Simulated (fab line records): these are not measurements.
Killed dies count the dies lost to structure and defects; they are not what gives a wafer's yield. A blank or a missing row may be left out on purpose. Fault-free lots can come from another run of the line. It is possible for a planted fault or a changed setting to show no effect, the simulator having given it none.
Which of the tools did it?    flow n5_finfet    8 lots with 24 wafers sampled at 6 steps, on a route of 1938 steps

== WHAT THE GAUGES SHOWED, per wafer ==
N5_BEOL_M3_OVL_MEAS_29. Usual: V2_OVL typically reads 0.1 nm, with standard deviation 0.79.
lot   measured      on          V2_OVL (nm)     flag
L237  day 7 22:46   overlay-01  0.2 -0.5 0.0    
L245  day 10 14:24  overlay-01  1.5 0.1 1.2     
L246  day 10 17:47  overlay-01  0.2 -0.1 0.8    
L252  day 11 20:14  overlay-01  0.1 0.0 -0.4    
L253  day 12 05:29  overlay-01  0.2 0.8 0.2     
L254  day 12 08:01  overlay-02  1.1 0.9 0.1     
L255  day 12 18:38  overlay-01  0.5 -0.5 -0.3   
L256  day 13 03:19  overlay-01  -0.7 -0.5 -0.1  

N5_BEOL_M4_RC_MEAS_101. Usual: DIBL_N 36.1 mV/V, standard deviation 1.6; DIBL_P 35.8 mV/V, standard deviation 2.1; IOFF_N 0.16 nA/um, standard deviation 0.031; IOFF_P 0.21 nA/um, standard deviation 0.034; ION_N 673 uA/um, standard deviation 12; ION_P 461 uA/um, standard deviation 7.2; SS_N 71.4 mV/dec, standard deviation 0.59; SS_P 73.3 mV/dec, standard deviation 0.63; VT_N 250 mV, standard deviation 3.1; VT_P -250 mV, standard deviation 3.3.
lot   measured      on         DIBL_N (mV/V)   DIBL_P (mV/V)   IOFF_N (nA/um)  IOFF_P (nA/um)  ION_N (uA/um)  ION_P (uA/um)  SS_N (mV/dec)   SS_P (mV/dec)   VT_N (mV)    VT_P (mV)       flag
L237  day 9 09:04   prober-02  36.3 36.1 38.2  36.9 37.0 39.6  0.17 0.17 0.23  0.21 0.21 0.27  683 677 687    459 457 465    71.6 71.6 72.3  73.3 73.4 74.0  250 249 243  -253 -253 -249  
L252  day 12 20:27  prober-01  34.9 34.4 35.2  34.4 33.1 34.6  0.14 0.12 0.13  0.20 0.17 0.20  658 654 660    457 450 454    71.2 70.5 71.1  72.8 72.2 73.1  252 254 251  -249 -253 -250  
L253  day 13 07:11  prober-02  35.3 37.0 37.0  34.9 37.4 35.8  0.15 0.18 0.18  0.23 0.26 0.23  667 670 675    470 470 465    71.1 71.5 71.3  73.2 73.6 73.6  253 247 249  -247 -247 -247  
L254  day 13 12:44  prober-01  36.8 38.2 37.3  35.8 38.7 36.1  0.18 0.21 0.17  0.22 0.29 0.23  676 685 675    465 469 462    71.4 72.2 71.9  73.6 74.5 73.7  247 244 249  -247 -246 -249  
L255  day 13 13:10  prober-02  33.8 39.8 37.5  31.7 39.0 36.7  0.11 0.26 0.18  0.18 0.31 0.27  650 699 690    464 474 471    70.8 71.7 71.7  71.4 73.9 73.3  253 241 244  -249 -241 -244  
L256  day 13 22:20  prober-02  34.9 35.4 36.7  36.0 36.3 38.3  0.16 0.17 0.21  0.20 0.21 0.24  682 674 688    463 461 463    71.6 71.3 72.0  73.4 74.2 73.9  248 248 242  -247 -248 -248  

== WHICH TOOL RAN EACH LOT (tool, then ch and the chambers of the sampled wafers, then the start) ==
lot   N5_BEOL_M3_DESCUM_16                N5_BEOL_M3_DESCUM_33                N5_BEOL_M3_ETCH_69                  N5_BEOL_M3_ETCHBACK_99
L237  rie_diel-05 ch 0,1,2, day 7 21:40   rie_diel-06 ch 0,1,3, day 7 23:09   rie_diel-06 ch 0,1,3, day 7 23:13   rie_diel-06 ch 2,3, day 8 06:14
L245  rie_diel-06 ch 0,1,3, day 10 13:30  rie_diel-05 ch 0,1, day 10 14:31    rie_diel-05 ch 0,1, day 10 14:34    rie_diel-03 ch 1,2, day 10 15:50
L246  rie_diel-03 ch 2,3, day 10 16:53    rie_diel-06 ch 0,3, day 10 17:52    rie_diel-06 ch 0,3, day 10 17:55    rie_diel-06 ch 0,3, day 10 18:53
L252  rie_diel-06 ch 0,1, day 11 19:26    rie_diel-06 ch 0,1, day 11 20:19    rie_diel-06 ch 0,1, day 11 20:22    rie_diel-05 ch 2,3, day 12 05:32
L253  rie_diel-06 ch 1,2,3, day 12 04:35  rie_diel-05 ch 0,2,3, day 12 05:53  rie_diel-05 ch 0,2,3, day 12 05:56  rie_diel-05 ch 1,3, day 12 12:29
L254  rie_diel-05 ch 0,1,2, day 12 07:07  rie_diel-06 ch 0,3, day 12 08:07    rie_diel-06 ch 0,3, day 12 08:10    rie_diel-05 ch 0,1,3, day 12 18:23
L255  rie_diel-06 ch 0,1,3, day 12 17:40  rie_diel-05 ch 0,1, day 12 20:10    rie_diel-05 ch 0,1, day 12 20:13    rie_diel-05 ch 0,3, day 12 21:37
L256  rie_diel-03 ch 0,1,3, day 13 02:19  rie_diel-06 ch 0,1, day 13 03:25    rie_diel-06 ch 0,1, day 13 03:28    rie_diel-03 ch 1,2, day 13 08:45
- N5_BEOL_M3_DESCUM_16: chemistry O2, time 7 s.
- N5_BEOL_M3_DESCUM_33: chemistry O2, time 7 s.
- N5_BEOL_M3_ETCH_69: etches SiARC in CF4, target depth 15.6 nm, time 26 s.
- N5_BEOL_M3_ETCHBACK_99: etches SiO2 in CHF3, target depth 5 nm, time 10.4 s.

== WHAT THE TOOLS THEMSELVES READ (means of the sampled wafers that have a number; where no wafer has one, the mark that the record gives instead) ==
N5_BEOL_M3_DESCUM_16. Usual: drypump_motor_current_A 5.8 A, standard deviation 0.52; oes_product_au 0.80 a.u., standard deviation 0.083; rf_vpp_V 243.3 V, standard deviation 1.5; showerhead_plenum_p_Torr 2.10 Torr, standard deviation 0.082; throttle_valve_pct 20.51 %, standard deviation 0.21.
lot   tool         drypump_motor_current_A (A)  oes_product_au (a.u.)  rf_vpp_V (V)  showerhead_plenum_p_Torr (Torr)  throttle_valve_pct (%)  flag
L237  rie_diel-05  5.7                          0.84                   243.9         2.08                             20.37                   
L245  rie_diel-06  6.0                          0.85                   242.5         2.10                             20.60                   
L246  rie_diel-03  6.0                          0.71                   243.1         2.13                             20.68                   
L252  rie_diel-06  6.2                          0.81                   245.0         2.16                             20.78                   
L253  rie_diel-06  5.9                          0.83                   244.9         2.13                             20.50                   
L254  rie_diel-05  5.8                          0.79                   242.9         2.07                             20.42                   
L255  rie_diel-06  6.0                          0.82                   242.8         2.10                             20.64                   
L256  rie_diel-03  5.9                          0.74                   243.5         2.09                             20.58                   

N5_BEOL_M3_DESCUM_33. Usual: drypump_motor_current_A 5.8 A, standard deviation 0.49; oes_product_au 0.80 a.u., standard deviation 0.078; rf_vpp_V 243.2 V, standard deviation 1.5; showerhead_plenum_p_Torr 2.10 Torr, standard deviation 0.084; throttle_valve_pct 20.53 %, standard deviation 0.22.
lot   tool         drypump_motor_current_A (A)  oes_product_au (a.u.)  rf_vpp_V (V)  showerhead_plenum_p_Torr (Torr)  throttle_valve_pct (%)  flag
L237  rie_diel-06  6.0                          0.78                   244.3         2.11                             20.70                   
L245  rie_diel-05  6.3                          0.80                   243.4         2.13                             20.29                   
L246  rie_diel-06  5.8                          0.91                   243.5         2.09                             20.47                   
L252  rie_diel-06  6.0                          0.88                   243.9         2.14                             20.67                   
L253  rie_diel-05  5.7                          0.86                   243.7         2.15                             20.41                   
L254  rie_diel-06  5.9                          0.85                   242.8         2.05                             20.46                   
L255  rie_diel-05  6.3                          0.78                   243.5         2.12                             20.32                   
L256  rie_diel-06  6.2                          0.79                   243.7         2.15                             20.80                   

N5_BEOL_M3_ETCH_69. Usual: bias_w 36.00 W, standard deviation 0.11; cf4_flow_sccm 99.96 sccm, standard deviation 0.29; drypump_motor_current_A 5.8 A, standard deviation 0.49; etch_rf_on_time_s 26.2 s, standard deviation 0.65; mfc_ar_sccm 100.0 sccm, standard deviation 0.31; oes_product_au 0.68 a.u., standard deviation 0.066; rf_vpp_V 184.1 V, standard deviation 1.2; showerhead_plenum_p_Torr 2.15 Torr, standard deviation 0.078; throttle_valve_pct 15.72 %, standard deviation 0.19.
lot   tool         bias_w (W)  cf4_flow_sccm (sccm)  drypump_motor_current_A (A)  etch_rf_on_time_s (s)  mfc_ar_sccm (sccm)  oes_product_au (a.u.)  rf_vpp_V (V)  showerhead_plenum_p_Torr (Torr)  throttle_valve_pct (%)  flag
L237  rie_diel-06  35.95       99.85                 6.0                          26.4                   100.1               0.65                   184.1         2.17                             15.92                   
L245  rie_diel-05  -           -                     -                            -                      -                   -                      -             -                                -                       OFF
L246  rie_diel-06  -           -                     -                            -                      -                   -                      -             -                                -                       OFF
L252  rie_diel-06  36.03       99.96                 6.0                          26.6                   99.7                0.73                   184.4         2.20                             15.83                   
L253  rie_diel-05  36.13       99.90                 5.7                          25.3                   100.2               0.74                   184.4         2.20                             15.57                   
L254  rie_diel-06  36.02       100.21                5.9                          26.8                   100.2               0.71                   183.7         2.12                             15.73                   
L255  rie_diel-05  36.00       99.90                 6.3                          26.5                   99.7                0.66                   184.6         2.17                             15.55                   
L256  rie_diel-06  35.95       100.09                6.2                          26.4                   100.0               0.67                   184.5         2.20                             15.92                   

N5_BEOL_M3_ETCHBACK_99. Usual: drypump_motor_current_A 5.8 A, standard deviation 0.53; mfc_ar_sccm 200.0 sccm, standard deviation 0.62; oes_product_au 0.79 a.u., standard deviation 0.081; rf_vpp_V 243 V, standard deviation 3.8; showerhead_plenum_p_Torr 2.17 Torr, standard deviation 0.08; throttle_valve_pct 17.18 %, standard deviation 0.18.
lot   tool         drypump_motor_current_A (A)  mfc_ar_sccm (sccm)  oes_product_au (a.u.)  rf_vpp_V (V)  showerhead_plenum_p_Torr (Torr)  throttle_valve_pct (%)  flag
L237  rie_diel-06  5.7                          199.3               0.79                   241           2.08                             17.23                   
L245  rie_diel-03  6.1                          199.6               0.27                   242           2.18                             17.24                   OFF
L246  rie_diel-06  5.9                          199.4               0.32                   243           2.13                             17.16                   OFF
L252  rie_diel-05  5.1                          200.1               0.86                   245           2.16                             17.11                   
L253  rie_diel-05  5.3                          200.0               0.80                   242           2.12                             16.99                   
L254  rie_diel-05  5.8                          200.0               0.81                   245           2.19                             17.00                   
L255  rie_diel-05  5.7                          200.1               0.86                   248           2.27                             16.95                   
L256  rie_diel-03  6.1                          200.1               0.71                   241           2.17                             17.29                   

== THE ANSWER, worked out from the rows above alone ==
Rule: a lot is off if the mean of its wafers that have a number lies more than 3 standard deviations from the usual mean. A lot without any number at a reading at which 4 lots or more have one is off too. All remaining lots with rows at the step are treated as sound. After the gauges, taken in route order, come the tools' own readings; for these a lot's mean is taken, as printed above. At the first step where some lot is off, the reading lying furthest off is the one used; lots without a number count as furthest.
Off: L245, L246, at N5_BEOL_M3_ETCH_69 (bias_w). Without a number there: L245, L246.
If a tool, at that step or one of the process steps before it, ran each lot that is off and ran no sound lot following the first of them, it fits. No candidate that was tried fits.

== WHAT THE SIMULATOR HAD INSERTED ==
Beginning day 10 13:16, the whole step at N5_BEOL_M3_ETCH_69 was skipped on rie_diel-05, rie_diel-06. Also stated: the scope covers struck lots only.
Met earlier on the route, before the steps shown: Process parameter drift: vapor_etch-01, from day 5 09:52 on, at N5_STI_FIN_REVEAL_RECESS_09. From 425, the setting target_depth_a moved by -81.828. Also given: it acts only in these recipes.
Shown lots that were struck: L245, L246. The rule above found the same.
